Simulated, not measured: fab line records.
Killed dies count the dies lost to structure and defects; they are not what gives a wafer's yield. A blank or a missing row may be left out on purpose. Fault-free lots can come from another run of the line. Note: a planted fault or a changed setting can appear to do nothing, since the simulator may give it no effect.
A struck lot beside a sound one | flow nand harc | 15 out of 1302 route steps
Sound: these wafers, L706.1, L706.2, L706.3. Struck: wafer L722.6; the same lot's L722.3 was not struck, so it is left out; see the end for the cause.
Each step with rows lists, per side, the tool, then ch with its chambers, then its first start. Under that, the readings that differ: sound wafers | struck wafers | difference of the means | sigmas: that difference in standard deviations of wafers without a fault.
alike: words and numbers the same on both sides, and readings whose means are apart by under 2 such deviations; not compared: readings that were withheld, readings missing a value for some wafer, numbers with overlapping values and no deviation given by the record, and bounds like >300 which may hide the same value.
A row with sigmas, a row that says differs or no value, or rows on one side alone: a step with any of these is where the two part. When numbers do not overlap yet have no deviation, they are printed without sigmas and do not part them. A reading that every wafer of one side lacks parts them only if that side has two wafers or more.

first, 5 steps without rows for these wafers: NHARC_A_CONTACT_SOFTBAKE_03 (time 55 s); NHARC_A_CONTACT_EBR_04; NHARC_A_CONTACT_EXPOSE_05 (exposes mask A CC); NHARC_A_CONTACT_PEB_06 (peb time 65 s); NHARC_A_CONTACT_DEVELOP_07 (develop time 35 s).
NHARC_A_CONTACT_CD_MEAS_08 targets a cd of 200 nm.
  sound on cd sem-03 ch 0, day 23 04:53; struck on cd sem-03 ch 0, day 29 05:20
  alike: cd nm
NHARC_A_CONTACT_OVL_MEAS_09:
  struck on overlay-01, day 29 05:25; sound on overlay-02, day 23 04:58
  alike: overlay x nm, overlay y nm
NHARC_A_CONTACT_INSPECT_10:
  struck on defect inspect-02, day 29 05:28; sound on defect inspect-02, day 23 05:01
  alike: raw defect count
NHARC_A_CONTACT_DESCUM_13: chemistry O2, time 3 s.
  sound on rie diel-11 ch 0,1,2, day 23 05:04; struck on rie diel-11 ch 3, day 29 05:32
  alike: drypump motor current A, o2 flow sccm, oes product au, rf vpp V, showerhead plenum p Torr, throttle valve pct
  not compared: rf hours counter h
NHARC_A_CONTACT_ETCH_88: etches the open film in CF4, target depth 39 nm, time 65 s.
  sound on rie diel-11 ch 0,2,3, day 23 05:18; struck on rie diel-11 ch 2, day 29 05:37
  alike: drypump motor current A, oes product au, rf vpp V, showerhead plenum p Torr, throttle valve pct
  not compared: rf hours counter h
NHARC_A_CONTACT_ETCH_89: etches the open film in N2/H2, target depth 260 nm, time 475.3 s.
  sound on rie diel-11 ch 0,2,3; struck on rie diel-11 ch 0
  reading                | sound                | struck | difference | sigmas
  throttle valve pct (%) | 14.178 14.173 14.165 | 14.153 | -0.019     | -2
  alike: drypump motor current A, h2 flow sccm, oes product au, rf vpp V, showerhead plenum p Torr
  not compared: rf hours counter h
NHARC_A_CONTACT_ETCH_30: etches the open film in CF4/CHF3, target depth 72.6 nm, time 36.3 s.
  sound on rie diel-11 ch 1,2,3; struck on rie diel-11 ch 0
  reading                     | sound                | struck | difference | sigmas
  drypump motor current A (A) | 6.1 6.6 5.9          | 5.2    | -1.0       | -2
  throttle valve pct (%)      | 16.822 16.793 16.798 | 16.785 | -0.019     | -2
  alike: oes product au, rf vpp V, showerhead plenum p Torr
  not compared: rf hours counter h
NHARC_A_CONTACT_ETCH_31: etches the open film in O2/COS, target depth 2800 nm, time 728 s.
  sound on rie diel-11 ch 0,2,3, day 23 06:05; struck on rie diel-11 ch 2, day 29 06:13
  reading               | sound             | struck | difference | sigmas
  oes product au (a.u.) | 0.999 0.997 1.006 | 0.873  | -0.128     | -12
  alike: drypump motor current A, o2 flow sccm, rf vpp V, showerhead plenum p Torr, throttle valve pct
  not compared: rf hours counter h
NHARC_A_CONTACT_ETCH_134: etches the open film in C4F8/O2/Ar, time 140 s, target depth 700 nm.
  sound on har cap etch-01 ch 0,1, day 23 06:37; struck on har cap etch-03 ch 1, day 29 06:43
  not compared: rf hours counter h
-- jump in the record: it breaks off in module A_CONTACT and resumes in module END (first step shown: number 1302 of the route), and 2 days separate the struck wafers' starts before and after --
NHARC_END_SORT_01:
  sound on prober-01 ch 0, day 25 04:15; struck on prober-01 ch 0, day 31 10:35
  reading         | sound    | struck | difference | sigmas
  killed at array | 51 48 34 | 165    | +121       | +6
  killed dies     | 54 54 38 | 168    | +119       | +6
  alike: killed at other, killed at periphery, killed open, killed short

WHERE THEY PART
Last at NHARC_END_SORT_01 as far as this record goes, first at NHARC_A_CONTACT_ETCH_89.

WHY: what had been put in by the simulator
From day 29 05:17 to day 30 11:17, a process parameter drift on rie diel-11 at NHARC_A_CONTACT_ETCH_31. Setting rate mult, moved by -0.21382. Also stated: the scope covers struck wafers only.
